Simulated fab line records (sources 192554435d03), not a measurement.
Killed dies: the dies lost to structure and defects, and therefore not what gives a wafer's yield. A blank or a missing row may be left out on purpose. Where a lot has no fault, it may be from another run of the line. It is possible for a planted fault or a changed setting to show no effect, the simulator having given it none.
Struck lot and sound lot, side by side | flow n5Finfet | 22 steps out of a route of 1938
Sound: the wafers L850.2, L850.4, L850.5. Wafers L863.1, L863.2, L863.4 were the ones struck. Last of all comes the cause.
Order at every step that has rows: each side's tool, ch and its chambers, its first start. Under that, the readings that differ: sound wafers | struck wafers | difference of the means | sigmas: that difference in standard deviations of wafers without a fault.
alike: same words and numbers on both sides, and readings whose means sit less than 2 such deviations apart. not compared: any withheld reading, any reading some wafer has no value for, any bound like >300 that may hide the same value, and any number with overlapping values for which the record gives no deviation.
A row with sigmas, a row that says differs or no value, or rows on one side alone: a step with any of these is where the two part. Non-overlapping numbers with no deviation appear without sigmas and do not part them. Lack of a reading on every wafer of one side parts them only where that side has two or more wafers.

first, 8 steps without rows for these wafers: N5_BEOL_M3_PRE_CLEAN_60 (time 15 s); N5_BEOL_M3_CO_CAP_55 (material Co, precursor CCTBA/H2, target thk 2 nm, time 102.1 s); N5_BEOL_M3_PRE_CLEAN_56 (time 15 s); N5_BEOL_M3_DEP_57 (deposits SiCN from 3MS/NH3, target thk 8 nm, time 14 s); N5_BEOL_M4_ILD_DEP_00 (deposits SiOC from DEMS/O2, target thk 79 nm, time 15.3 s); N5_BEOL_M4_PECVD_72 (deposits SiO2 from TEOS/O2, target thk 16 nm, time 18 s); N5_BEOL_M4_HM_DEP_02 (deposits TiN, target thk 20 nm); N5_BEOL_M4_COAT_61 (time 60 s, resist thk 60 nm).
N5_BEOL_M4_COAT_62: time 60 s, resist thk 12 nm.
  sound on lithoTrack-04 ch 0, day 9 03:58; struck on lithoTrack-04 ch 0, day 12 01:10
reading                                   | sound                | struck               | difference | sigmas
spinSpeedRpm (rpm)                        | 1500.2 1498.5 1498.6 | 1748.1 1748.1 1749.3 | +249.4     | +99 or more
model.SiARC_of_BEOL_M4_COAT_62.thkNm (nm) | 12 12 12             | 11.2 11.2 11.2       | -0.8       | 
then, 9 steps without rows for these wafers: N5_BEOL_M4_COAT_73 (time 60 s, resist thk 5 nm); N5_BEOL_M4_COAT_05 (resist thk 30 nm); N5_BEOL_M4_EBR_07; N5_BEOL_M4_SOFTBAKE_06 (time 60 s); N5_BEOL_M4_EXPOSE_08 (exposes mask M4); N5_BEOL_M4_PEB_09 (peb time 60 s); N5_BEOL_M4_DEVELOP_10 (develop time 30 s); N5_BEOL_M4_DESCUM_16 (chemistry O2, time 7 s); N5_BEOL_M4_ETCH_74 (etches underlayer in N2/H2, target depth 6.5 nm, time 5.2 s).
N5_BEOL_M4_ETCH_63: etches SiARC in CF4, target depth 15.6 nm, time 26 s.
  sound on rieDiel-05 ch 0,2,3, day 9 04:37; struck on rieDiel-01 ch 0,1,2, day 12 02:05
reading                                     | sound             | struck            | difference | sigmas
etchRfOnTimeS (s)                           | 26.3 25.2 26.5    | 24.6 23.8 24.2    | -1.8       | -3
model.etch.depthNm (nm)                     | 11.98 11.98 11.95 | 11.13 11.11 11.13 | -0.85      | 
model.CAR-EUV_of_BEOL_M4_COAT_05.thkNm (nm) | 11.2 11.2 11.4    | 11.8 11.8 11.8    | +0.5       | 
  alike: drypumpMotorCurrentA, oesProductAu, rfVppV, showerheadPlenumPTorr, throttleValvePct
  not compared: rfHoursCounterH
N5_BEOL_M4_ETCH_64: etches SOC in N2/H2, target depth 75 nm, overetch 22.5 nm, time 121.9 s.
  sound on rieDiel-05 ch 0,2,3, day 9 04:39; struck on rieDiel-01 ch 0,1,2, day 12 02:07
reading                                   | sound     | struck      | difference | sigmas
model.SiARC_of_BEOL_M4_COAT_62.thkNm (nm) | 6.4 6 6.2 | 5.4 5.2 5.4 | -0.9       | 
  alike: drypumpMotorCurrentA, n2FlowSccm, oesProductAu, rfVppV, showerheadPlenumPTorr, throttleValvePct
  not compared: rfHoursCounterH
then, 1 step without rows for these wafers: N5_BEOL_M4_STRIP_65 (strips in N2/H2).
-- the record jumps here: 2 days lie between the struck wafers' starts before and after --
N5_BEOL_M4_RC_MEAS_101:
  sound on prober-02 ch 0, day 10 12:13; struck on prober-02 ch 0, day 14 04:02
  alike: DIBL_N, DIBL_P, IOFF_N, IOFF_P, ION_N, ION_P, SS_N, SS_P, VT_N, VT_P

== WHERE THEY PART ==
Earliest at N5_BEOL_M4_COAT_62; latest, in this record, at N5_BEOL_M4_ETCH_63. Later steps at which nothing parts them and some readings are alike: N5_BEOL_M4_ETCH_64, N5_BEOL_M4_RC_MEAS_101.

WHY: what the simulator had put in
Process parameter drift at N5_BEOL_M4_COAT_62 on lithoTrack-04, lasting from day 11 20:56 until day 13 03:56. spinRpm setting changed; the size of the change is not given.
